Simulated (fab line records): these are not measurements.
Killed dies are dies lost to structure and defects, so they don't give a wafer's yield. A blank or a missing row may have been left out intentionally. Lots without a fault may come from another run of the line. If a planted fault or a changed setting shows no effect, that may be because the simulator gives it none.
Split-lot study    flow n5Finfet    7 lots, 21 wafers read, on a route of 1938 steps

## ON THE SPLIT
At N5_BEOL_M5_TRENCH_ETCH_37 (etches SiCOH lowk in C4F6/O2, target depth 71.652 nm, time 24.7 s), the setting biasW was moved away from the recipe's 185 W on 6 of the 21 wafers read, by -10.0% to +14.3%. The other wafers ran this setting at the recipe's value.

The reading is taken at the split's own step.

## THE READING
rfVppV, in V, at N5_BEOL_M5_TRENCH_ETCH_37 (etches SiCOH lowk in C4F6/O2, target depth 71.652 nm, time 24.7 s). Fault-free wafers of this fab line usually give 662 V, standard deviation 12 V.

wafer   tool, chamber at the split  biasW as run, W  against the recipe  rfVppV, V  against lot-mates on the recipe
L076.1  rieDiel-01, 1               185              recipe              651        -
L076.2  rieDiel-01, 0               185              recipe              646        -
L076.5  rieDiel-01, 2               185              recipe              667        -
L075.1  rieDiel-06, 0               197.2            +6.6%               679        +17
L075.2  rieDiel-06, 2               185              recipe              653        -
L075.4  rieDiel-06, 3               185              recipe              671        -
L079.3  rieDiel-06, 2               185              recipe              652        -
L079.4  rieDiel-06, 0               185              recipe              648        -
L079.5  rieDiel-06, 2               211.4            +14.3%              725        +75
L080.2  rieDiel-06, 3               206.1            +11.4%              731        +72
L080.3  rieDiel-06, 0               185              recipe              648        -
L080.5  rieDiel-06, 3               185              recipe              671        -
L089.2  rieDiel-01, 1               185              recipe              652        -
L089.3  rieDiel-01, 2               166.5            -10.0%              615        -37
L089.6  rieDiel-01, 1               185              recipe              652        -
L092.1  rieDiel-03, 0               185              recipe              678        -
L092.3  rieDiel-03, 3               185              recipe              674        -
L092.4  rieDiel-03, 1               185              recipe              674        -
L097.2  rieDiel-03, 1               185              recipe              673        -
L097.5  rieDiel-03, 3               197.6            +6.8%               710        +37
L097.6  rieDiel-03, 0               197.6            +6.8%               712        +39

FIT RESULTS
A straight line over all 21 wafers: rfVppV changes by +5.17 V for each +1% of biasW; r = +0.91; the points scatter about the line by 12 V.
The same after taking each lot's own level away (the mean of its wafers on the recipe; 21 wafers): +4.99 V for each +1%; r = +0.95; scatter 8.4 V.
Per that fit: largest biasW move, reading shift of 71 V.
The lots' own levels span 650.0 to 675.3 V, that is 2.1 times the standard deviation above.
So the lot-to-lot level changes the slope little: the two slopes agree.
Check: +70.9 V against its lot-mates is what the line predicts for one of the wafers moved furthest among these (+14.3%) when that wafer is left out of the fit. Against them it came out at +75 V.
Tool readings at the split's step, against how far the setting was moved: rfVppV r = +0.91.

## OTHER SPLITS ON THESE WAFERS
Other splits were also applied to these wafers ahead of the reading. Each is held against what the fit with the lots' levels taken away leaves over:
other split on the same wafers   wafers away from the commonest value  r with rfVppV (lot level and that fit taken away)
N5_BEOL_M0_SAQP_ETCH_88 sourceW  9                                     +0.14
N5_BEOL_M1_EXPOSE_25 doseMj      5                                     +0.31
N5_BEOL_M3_ETCH_70 sourceW       7                                     +0.13
N5_BEOL_M3_ETCH_41 targetDepthA  5                                     +0.23
N5_BEOL_M4_DESCUM_16 timeS       5                                     +0.27
N5_BEOL_M4_ETCH_64 biasW         7                                     -0.16
N5_BEOL_M5_ETCH_68 timeS         7                                     -0.28

## FILE'S OWN FIT
rfVppV changes by +5.02 V for each +1% of biasW, r = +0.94.
